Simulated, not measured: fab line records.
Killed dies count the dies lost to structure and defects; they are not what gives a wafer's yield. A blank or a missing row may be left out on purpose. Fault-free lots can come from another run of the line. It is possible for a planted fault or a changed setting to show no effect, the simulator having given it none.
Problem report in the 8D (eight disciplines) form, filled by code -- flow n5_finfet -- the parts of the form that need people (team, actions taken, sign-off) are left out

## 1. THE ISSUE
Wafers without a fault read 65.4 s, standard deviation 2.5; time_to_endpoint_s at N5_BEOL_M9_CMP_52 reads a mean of 118.5 s on 3 wafers belonging to 3 lots. Measured from the usual mean, that is +21 standard deviations.
The step: polishes, stops on SiCOH lowk, t overpolish 7 s, target thk 140 nm.
Seen first at day 12 23:53 on cmp-04, wafer L361.2. At this step, 36 wafers from 12 lots have a number in the record. By rule, "out" or "out of limits" means more than 4 standard deviations away from the usual mean. Any other wafer with a number is counted as sound.

## 2. WHAT IT IS, AND WHAT IT ISN'T
question,is,is not
which readings at this step,time_to_endpoint_s,motor_current_A
which lots,"L360, L361, L362","L348, L351, L354, L355, L356, L363, L366, L368, L370"
which wafers of those lots,"L360.6, L361.2, L362.6","L360.3, L360.5, L361.1, L361.3, L362.1, L362.4"
read on which tools,cmp-04,"cmp-02, cmp-03"
when,from day 12 23:53,"up to then (17 sound wafers); but 16 sound wafers of L360, L362, L363, L366, L368, L370 came after"

## 3. THE SUSPECTS, EACH WITH WHAT RULES IT OUT
Counting: a tool at a process step up to the reading stays a suspect if it ran every lot that is out. Sound lots after the first of them don't rule it out here, since some wafers of a struck lot are sound.
- ecd_cu-01 at N5_BEOL_M9_ECD_50 (material Cu, target thk 318 nm): kept. Every lot that is out went through it, the first being L361 (day 12 23:16); the last sound lot it ran before that was L356 (day 11 20:13).
- cmp-04 at N5_BEOL_M9_CMP_52 (polishes, stops on SiCOH lowk, t overpolish 7 s, target thk 140 nm): kept. It ran every lot that is out, first L361 (day 12 23:53). On those wafers its own readings are out: time_to_endpoint_s.
Remaining after the count are ecd_cu-01 at N5_BEOL_M9_ECD_50 and cmp-04 at N5_BEOL_M9_CMP_52.

## 4. THE CAUSE (what the simulator had put in)
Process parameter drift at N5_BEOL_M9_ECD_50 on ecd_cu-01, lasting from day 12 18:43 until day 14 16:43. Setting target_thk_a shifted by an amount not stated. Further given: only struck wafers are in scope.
Of the 2 suspects that counting leaves, this tool is one.

## 5. SEQUENCE OF EFFECTS, ordered by route
One row per reading whose mean, taken over the struck wafers that have a number, lies over 3 standard deviations from the usual. Scope: only readings with a usual standard deviation given in the record; hours: median across lots of the time from each lot's start at the first step in this table that gives one to its start at this step; sigmas: change in usual standard deviations.
hours,step,reading,usual,on struck wafers,change,sigmas
0,N5_BEOL_M9_CMP_52,time_to_endpoint_s,65.4 s,118.5,+53.1,+21
Here are the process steps it includes:
- N5_BEOL_M9_CMP_52: polishes, stops on SiCOH lowk, t overpolish 7 s, target thk 140 nm.
At these later measuring or inspecting steps, every struck wafer for which the step has a row has a number for every such reading, and none has moved that far: N5_BEOL_M10_THK_MEAS_01.

## 6. WHAT WOULD HAVE CAUGHT IT SOONER
In this record no reading fell out of limits until day 12 23:53, 5 hours after the fault had begun at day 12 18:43.
Lots out: 3; of these, L362 started N5_BEOL_M9_ECD_50 on ecd_cu-01 after day 12 23:53. Putting the tool on hold at that point would have spared it.
